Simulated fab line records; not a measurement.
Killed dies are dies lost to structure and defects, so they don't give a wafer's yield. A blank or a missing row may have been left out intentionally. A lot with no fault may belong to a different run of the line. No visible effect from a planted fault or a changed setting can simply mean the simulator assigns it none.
fab line records | flow n5_finfet | part 2 of 2: steps 22 to 28 of 28
[record] lots = 5 wafers = 15 last_day = 16
route steps=1938 shown MOL_CONTACT_COAG@554
lots with no fault: from the same line, run without faults
start_h: hours from the record's first day to the start of the lot's first wafer shown | wait_h: hours from the lot's prior step to this one | " the same as in the row above | L1.1+2: a row that stands for several wafers | - either no value or no given start | * or withheld: withheld | < > ~ a bound
route shown NAME@n: names a module that has steps shown in the file, with the first one's number in the route | usual: mean and standard deviation over wafers with no fault | same: alike in all rows | chamber/n: place in a boat | sites: readings site by site | _std_site: standard deviation across them | _edge_site: mean of outer sites minus mean of inner sites | radius_mm: for every site, how far away it sits from the centre of the wafer | mask NAME#n: copy n | behind: the tool/chamber that last shaped the wafer | hold: reason for holding the lot/hours on hold/outcome of the hold | device: the n, p or np transistor that did not switch | end of line: the same wafers' tests at the end of the route | a step with no rows: only its recipe | killed: dies that structure and defects cost at the first sort, which is not the same as the wafer's yield | map: the dies of a wafer, with x for killed, . for not killed, _ for no die there
set.NAME: setting as actually run; set.NAME@STEP: the setting as run at that earlier step | model.NAME: the simulator's own value behind a step, which no gauge read
a table for each step, a row for each wafer; lots at some steps of the route
services: the hour from which a tool's chamber was out of use, counted from the record's first day as start_h (under 0 if before that day), plus the number of hours and why
[[steps]]
[step N5_MOL_CONTACT_COAG_ETCH_89]
[recipe] chemistry = N2/H2 target = underlayer target_depth_a = 130 mask_material = CAR-EUV time_s = 10.4 ion_energy_ev = 200 pressure_mtorr = 30 source_w = 840 bias_w = 150 n2_flow_sccm = 200 h2_flow_sccm = 200 ends = cleared
[usual] drypump_motor_current_A = 5.7/0.4 etch_rf_on_time_s = 10.29/0.23 oes_product_au = 0.69/0.086 rf_vpp_V = 523.5/1.7 showerhead_plenum_p_Torr = 2.52/0.054 throttle_valve_pct = 17.7/0.33
// columns lot.wafer tool chamber start_h wait_h drypump_motor_current_A etch_rf_on_time_s oes_product_au rf_hours_counter_h rf_vpp_V showerhead_plenum_p_Torr throttle_valve_pct
L074.1 rie_diel-04 2 104.14 0.0 5.5 10.11 0.75 31 522.5 2.47 17.2
L074.3 " 0 " " 6.1 10.34 0.63 - 524.8 2.49 17.6
L074.4 " 2 " " 5.5 10.03 0.76 - 523.8 2.47 17.3
L078.4 rie_diel-04 3 123.40 0.0 4.9 11.08 0.65 147 521.7 2.46 18.0
L078.5 " 1 " " 5.4 10.14 0.81 - 521.7 2.49 17.8
L078.6 " 0 " " 6.1 10.30 0.62 - 523.6 2.49 17.6
L079.1 rie_diel-03 2 129.96 0.0 5.7 10.07 0.82 12 525.0 2.60 17.3
L079.3 " 0 " " 6.4 10.60 0.62 167 521.9 2.52 17.8
L079.5 " 2 " " 5.7 10.11 0.82 - 525.9 2.60 17.3
L081.2 rie_diel-03 3 142.91 0.0 5.4 10.31 0.60 219 522.0 2.53 18.3
L081.3 " 1 " " 5.1 9.67 0.85 1 524.5 2.59 17.7
L081.6 " 0 " " 6.4 10.40 0.62 - 523.3 2.52 17.8
L090.1 rie_diel-03 3 193.53 0.0 5.4 10.37 0.58 237 523.8 2.52 18.3
L090.4 " 1 " " 5.1 9.90 0.79 17 524.6 2.58 17.7
L090.5 " 3 " " 5.4 10.47 0.58 - 522.4 2.52 18.3
[step N5_MOL_CONTACT_COAG_ETCH_90]
[recipe] chemistry = CF4 target = SiARC target_depth_a = 130 mask_material = CAR-EUV time_s = 21.7 ion_energy_ev = 80 pressure_mtorr = 40 source_w = 545 bias_w = 36 Ar_flow_sccm = 100 cf4_flow_sccm = 100 ends = cleared
[usual] drypump_motor_current_A = 5.6/0.4 etch_rf_on_time_s = 21.3/0.43 oes_product_au = 0.70/0.086 rf_vpp_V = 183.9/0.93 showerhead_plenum_p_Torr = 2.12/0.043 throttle_valve_pct = 15.5/0.32
// columns lot.wafer tool chamber start_h wait_h drypump_motor_current_A etch_rf_on_time_s oes_product_au rf_hours_counter_h rf_vpp_V showerhead_plenum_p_Torr throttle_valve_pct
L074.1 rie_diel-04 2 104.16 0.0 5.5 21.1 0.75 31 182.8 2.09 15.2
L074.3 " 0 " " 6.1 21.2 0.63 - 183.3 2.11 15.7
L074.4 " 2 " " 5.5 21.0 0.75 - 182.7 2.09 15.2
L078.4 rie_diel-04 3 123.42 0.0 4.9 22.8 0.65 147 182.9 2.06 15.6
L078.5 " 1 " " 5.4 21.1 0.82 - 183.8 2.09 15.4
L078.6 " 0 " " 6.1 21.3 0.63 - 183.4 2.11 15.7
L079.1 rie_diel-03 2 129.98 0.0 5.6 21.2 0.82 12 183.7 2.18 15.0
L079.3 " 0 " " 6.4 21.6 0.63 167 184.0 2.14 15.8
L079.5 " 2 " " 5.6 21.1 0.82 - 183.4 2.18 15.0
L081.2 rie_diel-03 3 142.93 0.0 5.4 21.4 0.60 219 184.1 2.10 16.0
L081.3 " 1 " " 5.1 20.5 0.86 1 184.5 2.18 15.3
L081.6 " 0 " " 6.3 21.7 0.63 - 184.7 2.14 15.8
L090.1 rie_diel-03 3 193.55 0.0 5.4 21.4 0.59 237 184.1 2.09 16.0
L090.4 " 1 " " 5.1 20.6 0.79 17 184.2 2.17 15.3
L090.5 " 3 " " 5.4 21.4 0.59 - 182.7 2.09 16.0
[step N5_MOL_CONTACT_COAG_ALD_131]
[recipe] material = SiO2 target_thk_a = 50 temp_c = 100 ald_precursor_family = BDEAS ald_co_reactant = O2-plasma pulse_time_s = 1 co_reactant_pulse_time_s = 1 purge_time_s = 2 co_reactant_purge_time_s = 2 ald_cycles = 35 pressure_torr = 2
[usual] heater_power_w = 75/5.7 precursor_pulse_height_rel = 1.000/0.022
[same] co_reactant_purge_time_s = 2
// columns lot.wafer tool chamber start_h wait_h heater_power_w precursor_pulse_height_rel since_wet_clean_h
L074.1 ald_sin-02 0 104.27 0.1 76 1.022 293
L074.3 " 3 " " 70 0.989 293
L074.4 " 2 " " 81 0.998 293
L078.4 ald_sin-02 3 124.11 0.7 70 1.009 313
L078.5 " 3 " " 72 1.027 -
L078.6 " 0 " " 76 1.017 -
L079.1 ald_sin-01 3 130.06 0.1 66 1.016 122
L079.3 " 0 " " 75 0.982 122
L079.5 " 2 " " 81 1.027 -
L081.2 ald_sin-03 1 143.01 0.1 75 1.021 43
L081.3 " 3 " " 76 1.003 43
L081.6 " 2 " " 77 1.002 -
L090.1 ald_sin-01 0 193.63 0.1 76 0.999 186
L090.4 " 3 " " 66 0.984 186
L090.5 " 1 " " 68 1.023 -
[step N5_MOL_CONTACT_COAG_ETCHBACK_132]
[recipe] chemistry = CHF3 target = SiO2 target_depth_a = 100 time_s = 6.7 ion_energy_ev = 200 pressure_mtorr = 30 source_w = 610 bias_w = 170 Ar_flow_sccm = 200 CHF3_flow_sccm = 50
[usual] drypump_motor_current_A = 5.6/0.38 oes_product_au = 0.80/0.095 rf_vpp_V = 517/11 showerhead_plenum_p_Torr = 2.36/0.059 throttle_valve_pct = 18.62/0.28
// columns lot.wafer tool chamber start_h wait_h drypump_motor_current_A oes_product_au rf_hours_counter_h rf_vpp_V showerhead_plenum_p_Torr throttle_valve_pct
L074.1 rie_diel-03 2 104.45 0.1 5.6 1.00 3 531 2.41 18.03
L074.3 " 0 " " 6.4 0.74 158 508 2.39 18.92
L074.4 " 3 " " 5.4 0.70 203 514 2.34 18.99
L078.4 rie_diel-03 2 124.30 0.1 5.6 0.97 - 534 2.41 18.06
L078.5 " 0 " " 6.4 0.74 - 507 2.39 18.92
L078.6 " 3 " " 5.4 0.69 - 514 2.34 19.00
L079.1 rie_diel-01 0 130.36 0.2 5.7 0.75 196 527 2.26 18.64
L079.3 " 1 " " 5.7 0.87 41 511 2.44 18.24
L079.5 " 1 " " 5.8 0.87 - 511 2.44 18.24
L081.2 rie_diel-01 3 143.19 0.1 5.3 0.71 174 518 2.48 18.77
L081.3 " 1 " " 5.7 0.86 47 512 2.43 18.23
L081.6 " 1 " " 5.7 0.86 - 513 2.43 18.25
L090.1 rie_diel-01 2 193.81 0.1 5.9 0.92 13 509 2.36 18.55
L090.4 " 3 " " 5.3 0.69 191 518 2.47 18.78
L090.5 " 1 " " 5.8 0.84 - 511 2.43 18.29
[step N5_MOL_CONTACT_COAG_ETCH_91]
[recipe] chemistry = N2/H2 target = SOC target_depth_a = 600 overetch_a = 210 mask_material = SiARC temp_c = 40 time_s = 101.2 ion_energy_ev = 200 pressure_mtorr = 30 source_w = 840 bias_w = 150 n2_flow_sccm = 200 h2_flow_sccm = 200
[usual] drypump_motor_current_A = 5.6/0.38 oes_product_au = 0.67/0.075 rf_vpp_V = 523.3/1.9 showerhead_plenum_p_Torr = 2.51/0.06 throttle_valve_pct = 17.7/0.31
// columns lot.wafer tool chamber start_h wait_h drypump_motor_current_A oes_product_au rf_hours_counter_h rf_vpp_V showerhead_plenum_p_Torr throttle_valve_pct
L074.1 rie_diel-03 2 104.49 0.0 5.7 0.82 3 525.9 2.60 17.2
L074.3 " 0 " " 6.4 0.62 158 522.5 2.53 17.8
L074.4 " 3 " " 5.4 0.59 203 523.9 2.53 18.2
L078.4 rie_diel-03 2 124.35 0.0 5.6 0.79 - 525.4 2.60 17.3
L078.5 " 0 " " 6.4 0.62 - 523.2 2.52 17.8
L078.6 " 3 " " 5.4 0.59 - 523.6 2.53 18.3
L079.1 rie_diel-01 0 130.39 0.0 5.8 0.61 196 521.0 2.41 17.7
L079.3 " 1 " " 5.8 0.72 41 524.5 2.58 17.2
L079.5 " 1 " " 5.8 0.72 - 524.8 2.58 17.2
L081.2 rie_diel-01 3 143.23 0.0 5.3 0.60 174 525.8 2.63 17.8
L081.3 " 1 " " 5.7 0.72 47 524.1 2.58 17.2
L081.6 " 1 " " 5.8 0.71 - 523.4 2.58 17.2
L090.1 rie_diel-01 2 193.84 0.0 5.9 0.78 13 522.7 2.51 17.6
L090.4 " 3 " " 5.3 0.58 191 527.0 2.62 17.8
L090.5 " 1 " " 5.8 0.69 - 525.8 2.57 17.2
[step N5_MOL_CONTACT_COAG_STRIP_92]
[recipe] chemistry = N2/H2 temp_c = 40 n2_flow_sccm = 200 h2_flow_sccm = 200 rf_frequency_hz = 6e+07
// columns lot.wafer tool chamber start_h wait_h
L074.1+3+4 rie_diel-03 2,0,3 104.56 0.0
L078.4+5+6 rie_diel-03 2,0,3 124.39 0.0
L079.1+3+5 rie_diel-01 0,1,1 130.46 0.0
L081.2+3+6 rie_diel-01 3,1,1 143.30 0.0
L090.1+4+5 rie_diel-01 2,3,1 193.91 0.0
[step N5_MOL_CONTACT_COAG_STRIP_93]
[recipe] chemistry = N2/H2 temp_c = 40 n2_flow_sccm = 200 h2_flow_sccm = 200 rf_frequency_hz = 6e+07
// columns lot.wafer tool chamber start_h wait_h
L074.1+3+4 rie_diel-03 2,0,3 104.57 0.0
L078.4+5+6 rie_diel-03 2,0,3 124.40 0.0
L079.1+3+5 rie_diel-01 0,1,1 130.47 0.0
L081.2+3+6 rie_diel-01 3,1,1 143.31 0.0
L090.1+4+5 rie_diel-01 2,3,1 193.92 0.0
[[services]]
// columns tool chamber start_h hours kind
rie_diel-04 2 76.84 9.3 repair
cmp-04 - 78.83 0.9 repair
euv_scanner-01 - 84.38 1.0 pm
euv_scanner-02 - 84.66 0.6 repair
ald_sin-03 - 86.24 14.0 pm
rie_diel-01 3 88.38 7.8 repair
rie_diel-04 3 90.75 21.3 repair
cmp-04 - 92.15 0.5 repair
cmp-01 - 96.48 1.3 repair
cmp-01 - 108.08 1.0 repair
euv_scanner-01 - 120.50 1.8 repair
pecvd-01 0 122.45 6.0 repair
cmp-04 - 129.60 4.0 pm
rie_diel-01 0 134.94 7.9 repair
cmp-04 - 137.12 8.7 pm
euv_scanner-01 - 137.84 4.6 pm
pecvd-01 - 148.31 1.8 repair
cmp-02 - 159.64 3.0 repair
cmp-04 - 171.79 2.0 repair
ald_sin-02 - 178.02 14.0 pm
ald_sin-01 3 182.61 7.9 repair
rie_diel-03 1 188.21 2.4 repair
cmp-04 - 188.62 1.3 repair
cmp-04 - 191.40 0.7 repair
